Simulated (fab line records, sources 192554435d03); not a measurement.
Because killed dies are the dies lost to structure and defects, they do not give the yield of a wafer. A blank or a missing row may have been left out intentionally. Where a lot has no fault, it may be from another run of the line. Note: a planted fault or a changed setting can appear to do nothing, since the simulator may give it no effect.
Split-lot experiment || flow n5_finfet || route with 1938 steps; 7 lots, 21 wafers read

ABOUT THE SPLIT
At N5_BEOL_M8_COAT_59 (time 60 s, resist thk 100 nm), the setting spin_rpm was moved away from the recipe's 1500 rpm on 7 of the 21 wafers read, by -5.6% to +11.1%. For the rest of the wafers, this setting stayed at what the recipe calls for.

FROM THE SPLIT TO THE READING: what the file shows between them, 7 steps
- N5_BEOL_M8_COAT_60: time 60 s, resist thk 35 nm
- N5_BEOL_M8_COAT_05: resist thk 90 nm
- N5_BEOL_M8_DESCUM_16: chemistry O2, time 7.9 s
- N5_BEOL_M8_ETCH_61: etches SiARC in CF4, target depth 45.5 nm, time 75.8 s
- N5_BEOL_M8_ETCH_62: etches SOC in N2/H2, target depth 110 nm, overetch 22 nm, time 165 s
- N5_BEOL_M8_STRIP_68: strips in N2/H2
- N5_BEOL_M8_STRIP_67: strips in CF4

THE READING
SOC_of_BEOL_M8_COAT_59.thk_nm (the simulator's own value, which no gauge read), in nm, at N5_BEOL_M8_HM_OPEN_17 (chemistry Cl2/BCl3, target TiN, target depth 20 nm, overetch 6 nm). The file gives no usual value for it. Here, 14 wafers ran the recipe; their average is 92.5 nm with a standard deviation of 0.3 nm.

{"wafer": "L074.1", "tool, chamber at the split": "litho_track-01, 0", "spin_rpm as run, rpm": 1642, "against the recipe": "+9.5%", "SOC_of_BEOL_M8_COAT_59.thk_nm, nm": 87.8, "against lot-mates on the recipe": -4.9}
{"wafer": "L074.3", "tool, chamber at the split": "litho_track-01, 0", "spin_rpm as run, rpm": 1500, "against the recipe": "recipe", "SOC_of_BEOL_M8_COAT_59.thk_nm, nm": 92.4, "against lot-mates on the recipe": "-"}
{"wafer": "L074.6", "tool, chamber at the split": "litho_track-01, 0", "spin_rpm as run, rpm": 1500, "against the recipe": "recipe", "SOC_of_BEOL_M8_COAT_59.thk_nm, nm": 93, "against lot-mates on the recipe": "-"}
{"wafer": "L076.2", "tool, chamber at the split": "litho_track-05, 0", "spin_rpm as run, rpm": 1666, "against the recipe": "+11.1%", "SOC_of_BEOL_M8_COAT_59.thk_nm, nm": 87.4, "against lot-mates on the recipe": -4.8}
{"wafer": "L076.4", "tool, chamber at the split": "litho_track-05, 0", "spin_rpm as run, rpm": 1666, "against the recipe": "+11.1%", "SOC_of_BEOL_M8_COAT_59.thk_nm, nm": 87.4, "against lot-mates on the recipe": -4.8}
{"wafer": "L076.3", "tool, chamber at the split": "litho_track-05, 0", "spin_rpm as run, rpm": 1500, "against the recipe": "recipe", "SOC_of_BEOL_M8_COAT_59.thk_nm, nm": 92.2, "against lot-mates on the recipe": "-"}
{"wafer": "L078.4", "tool, chamber at the split": "litho_track-04, 0", "spin_rpm as run, rpm": 1500, "against the recipe": "recipe", "SOC_of_BEOL_M8_COAT_59.thk_nm, nm": 92.2, "against lot-mates on the recipe": "-"}
{"wafer": "L078.5", "tool, chamber at the split": "litho_track-04, 0", "spin_rpm as run, rpm": 1500, "against the recipe": "recipe", "SOC_of_BEOL_M8_COAT_59.thk_nm, nm": 92.4, "against lot-mates on the recipe": "-"}
{"wafer": "L078.6", "tool, chamber at the split": "litho_track-04, 0", "spin_rpm as run, rpm": 1500, "against the recipe": "recipe", "SOC_of_BEOL_M8_COAT_59.thk_nm, nm": 92.6, "against lot-mates on the recipe": "-"}
{"wafer": "L082.2", "tool, chamber at the split": "litho_track-05, 0", "spin_rpm as run, rpm": 1500, "against the recipe": "recipe", "SOC_of_BEOL_M8_COAT_59.thk_nm, nm": 92.8, "against lot-mates on the recipe": "-"}
{"wafer": "L082.4", "tool, chamber at the split": "litho_track-05, 0", "spin_rpm as run, rpm": 1416, "against the recipe": "-5.6%", "SOC_of_BEOL_M8_COAT_59.thk_nm, nm": 95.4, "against lot-mates on the recipe": "+2.9"}
{"wafer": "L082.6", "tool, chamber at the split": "litho_track-05, 0", "spin_rpm as run, rpm": 1500, "against the recipe": "recipe", "SOC_of_BEOL_M8_COAT_59.thk_nm, nm": 92.2, "against lot-mates on the recipe": "-"}
{"wafer": "L084.2", "tool, chamber at the split": "litho_track-04, 0", "spin_rpm as run, rpm": 1500, "against the recipe": "recipe", "SOC_of_BEOL_M8_COAT_59.thk_nm, nm": 92.4, "against lot-mates on the recipe": "-"}
{"wafer": "L084.4", "tool, chamber at the split": "litho_track-04, 0", "spin_rpm as run, rpm": 1500, "against the recipe": "recipe", "SOC_of_BEOL_M8_COAT_59.thk_nm, nm": 92.8, "against lot-mates on the recipe": "-"}
{"wafer": "L084.6", "tool, chamber at the split": "litho_track-04, 0", "spin_rpm as run, rpm": 1500, "against the recipe": "recipe", "SOC_of_BEOL_M8_COAT_59.thk_nm, nm": 93, "against lot-mates on the recipe": "-"}
{"wafer": "L085.3", "tool, chamber at the split": "litho_track-05, 0", "spin_rpm as run, rpm": 1500, "against the recipe": "recipe", "SOC_of_BEOL_M8_COAT_59.thk_nm, nm": 92.2, "against lot-mates on the recipe": "-"}
{"wafer": "L085.5", "tool, chamber at the split": "litho_track-05, 0", "spin_rpm as run, rpm": 1500, "against the recipe": "recipe", "SOC_of_BEOL_M8_COAT_59.thk_nm, nm": 92.2, "against lot-mates on the recipe": "-"}
{"wafer": "L085.4", "tool, chamber at the split": "litho_track-05, 0", "spin_rpm as run, rpm": 1424, "against the recipe": "-5.1%", "SOC_of_BEOL_M8_COAT_59.thk_nm, nm": 94.6, "against lot-mates on the recipe": "+2.4"}
{"wafer": "L093.1", "tool, chamber at the split": "litho_track-04, 0", "spin_rpm as run, rpm": 1642, "against the recipe": "+9.5%", "SOC_of_BEOL_M8_COAT_59.thk_nm, nm": 87.6, "against lot-mates on the recipe": -4.6}
{"wafer": "L093.4", "tool, chamber at the split": "litho_track-04, 0", "spin_rpm as run, rpm": 1500, "against the recipe": "recipe", "SOC_of_BEOL_M8_COAT_59.thk_nm, nm": 92.2, "against lot-mates on the recipe": "-"}
{"wafer": "L093.6", "tool, chamber at the split": "litho_track-04, 0", "spin_rpm as run, rpm": 1642, "against the recipe": "+9.5%", "SOC_of_BEOL_M8_COAT_59.thk_nm, nm": 87.8, "against lot-mates on the recipe": -4.4}

THE FIT
A straight line over all 21 wafers: SOC_of_BEOL_M8_COAT_59.thk_nm changes by -0.479 nm for each +1% of spin_rpm; r = -0.99; the points scatter about the line by 0.29 nm.
The same after taking each lot's own level away (the mean of its wafers on the recipe; 21 wafers): -0.468 nm for each +1%; r = -0.99; scatter 0.25 nm.
On that fit, the largest move of spin_rpm shifts the reading by 5.2 nm.
Across the lots, their own levels run from 92.20 to 92.73 nm, a range of 1.8 times the standard deviation given above.
The two slopes agree, so the slope changes little with the lot-to-lot level.
Check: for one of the wafers moved furthest among these (+11.1%), held out of the fit, the line's prediction against its lot-mates is -5.26 nm. Against them it came out at -4.8 nm.

ADDITIONAL SPLITS CARRIED BY THESE WAFERS
Note: prior to the reading, these wafers also went through further splits. Each is held against what the fit with the lots' levels taken away leaves over:
{"other split on the same wafers": "N5_BEOL_M5_EXPOSE_25 dose_mj", "wafers away from the commonest value": 4, "r with SOC_of_BEOL_M8_COAT_59.thk_nm (lot level and that fit taken away)": -0.38}
{"other split on the same wafers": "N5_BEOL_M6_TRENCH_ETCH_37 bias_w", "wafers away from the commonest value": 8, "r with SOC_of_BEOL_M8_COAT_59.thk_nm (lot level and that fit taken away)": -0.10}
{"other split on the same wafers": "N5_BEOL_M8_PECVD_70 temp_c", "wafers away from the commonest value": 5, "r with SOC_of_BEOL_M8_COAT_59.thk_nm (lot level and that fit taken away)": "+0.16"}

THE WHOLE CHAIN: every reading that the file lists as answering this split, in the file's order
{"step": "N5_BEOL_M8_COAT_59", "what it does": "time 60 s, resist thk 100 nm", "reading": "SOC_of_BEOL_M8_COAT_59.thk_nm (the simulator's own value, which no gauge read)", "change (the file's fit)": "-0.479 nm for each +1% of the setting", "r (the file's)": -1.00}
{"step": "N5_BEOL_M8_ETCH_62", "what it does": "etches SOC in N2/H2, target depth 110 nm, overetch 22 nm, time 165 s", "reading": "etch.depth_nm (the simulator's own value, which no gauge read)", "change (the file's fit)": "-0.481 nm for each +1% of the setting", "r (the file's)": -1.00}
{"step": "N5_BEOL_M8_HM_OPEN_17", "what it does": "chemistry Cl2/BCl3, target TiN, target depth 20 nm, overetch 6 nm", "reading": "SOC_of_BEOL_M8_COAT_59.thk_nm (the simulator's own value, which no gauge read)", "change (the file's fit)": "-0.475 nm for each +1% of the setting", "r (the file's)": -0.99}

FILE'S OWN FIT
SOC_of_BEOL_M8_COAT_59.thk_nm changes by -0.475 nm for each +1% of spin_rpm, r = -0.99.
